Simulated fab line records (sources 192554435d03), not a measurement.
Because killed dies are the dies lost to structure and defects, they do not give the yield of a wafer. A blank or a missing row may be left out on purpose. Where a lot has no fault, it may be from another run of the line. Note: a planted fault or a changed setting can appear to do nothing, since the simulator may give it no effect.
Which tool is to blame? + flow n5_finfet + 30 wafers from 10 lots sampled at 2 of the route's 1938 steps

WHAT EACH GAUGE READ, for each wafer
N5_BEOL_M12_RS_MEAS_54: measurement is done with a four-point probe.
| lot  | measured     | on            | M12_RS (ohm/sq)      |
|------|--------------|---------------|----------------------|
| L578 | day 10 15:47 | film_metro-01 | 0.0580 0.0609 0.0609 |
| L577 | day 10 21:04 | film_metro-02 | 0.0573 0.0603 0.0604 |
| L579 | day 11 16:08 | film_metro-01 | 0.0596 0.0583 0.0602 |
| L582 | day 12 01:22 | film_metro-02 | 0.0611 0.0601 0.0590 |
| L588 | day 13 20:47 | film_metro-01 | 0.0600 0.0591 0.0611 |
| L591 | day 14 16:09 | film_metro-01 | 0.0597 0.0606 0.0617 |
| L595 | day 15 06:59 | film_metro-02 | 0.0583 0.0587 0.0609 |
| L597 | day 15 15:04 | film_metro-01 | 0.0606 0.0599 0.0605 |
| L598 | day 16 12:41 | film_metro-01 | 0.0613 0.0590 0.0601 |
| L599 | day 16 13:09 | film_metro-01 | 0.0585 0.0604 0.0582 |

EACH LOT AND THE TOOL THAT RAN IT (in order: tool; ch and the chambers of the sampled wafers; start)
| lot  | N5_BEOL_M12_SPUTTER_43       |
|------|------------------------------|
| L578 | pvd_sputter-02, day 10 14:39 |
| L577 | pvd_sputter-02, day 10 19:55 |
| L579 | pvd_sputter-02, day 11 15:00 |
| L582 | pvd_sputter-02, day 12 00:11 |
| L588 | pvd_sputter-02, day 13 19:31 |
| L591 | pvd_sputter-01, day 14 14:38 |
| L595 | pvd_sputter-02, day 15 05:50 |
| L597 | pvd_sputter-02, day 15 13:56 |
| L598 | pvd_sputter-03, day 16 11:33 |
| L599 | pvd_sputter-03, day 16 12:01 |
- N5_BEOL_M12_SPUTTER_43: material TaN, target thk 15 nm, time 24.19 s.

WHAT THE TOOLS THEMSELVES READ (means of the sampled wafers that have a number; where no wafer has one, the mark that the record gives instead)
N5_BEOL_M12_SPUTTER_43.
| lot  | tool           | throttle_valve_pct (%) |
|------|----------------|------------------------|
| L578 | pvd_sputter-02 | 30.3                   |
| L577 | pvd_sputter-02 | 29.6                   |
| L579 | pvd_sputter-02 | 30.3                   |
| L582 | pvd_sputter-02 | 30.2                   |
| L588 | pvd_sputter-02 | 30.4                   |
| L591 | pvd_sputter-01 | 31.2                   |
| L595 | pvd_sputter-02 | 29.7                   |
| L597 | pvd_sputter-02 | 30.2                   |
| L598 | pvd_sputter-03 | 31.2                   |
| L599 | pvd_sputter-03 | 31.4                   |

THE ANSWER, worked out from the rows above alone
Rule: the usual values come from the lots themselves. Put in order of their means at a reading, lots are off if they are a third of the lots or fewer, leave a main group of 4 or more, and stand apart from it by a gap of 3 or more times the standard deviation of the main group's means; of several such gaps the widest counts. If all means in a main group match to the digits the tables above print for the reading, that group is not used. Also off: a lot with no number at a reading for which 4 or more lots have one. Any other lot the step has rows for is counted as sound. After the gauges, taken in route order, come the tools' own readings; for these a lot's mean is taken, as printed above. The first step at which some lot is off is used, and at that step the reading that is off furthest; a lot without a number counts as furthest.
Nothing can be told from this: no lot is off at any reading shown.

WHAT HAD BEEN PUT IN BY THE SIMULATOR
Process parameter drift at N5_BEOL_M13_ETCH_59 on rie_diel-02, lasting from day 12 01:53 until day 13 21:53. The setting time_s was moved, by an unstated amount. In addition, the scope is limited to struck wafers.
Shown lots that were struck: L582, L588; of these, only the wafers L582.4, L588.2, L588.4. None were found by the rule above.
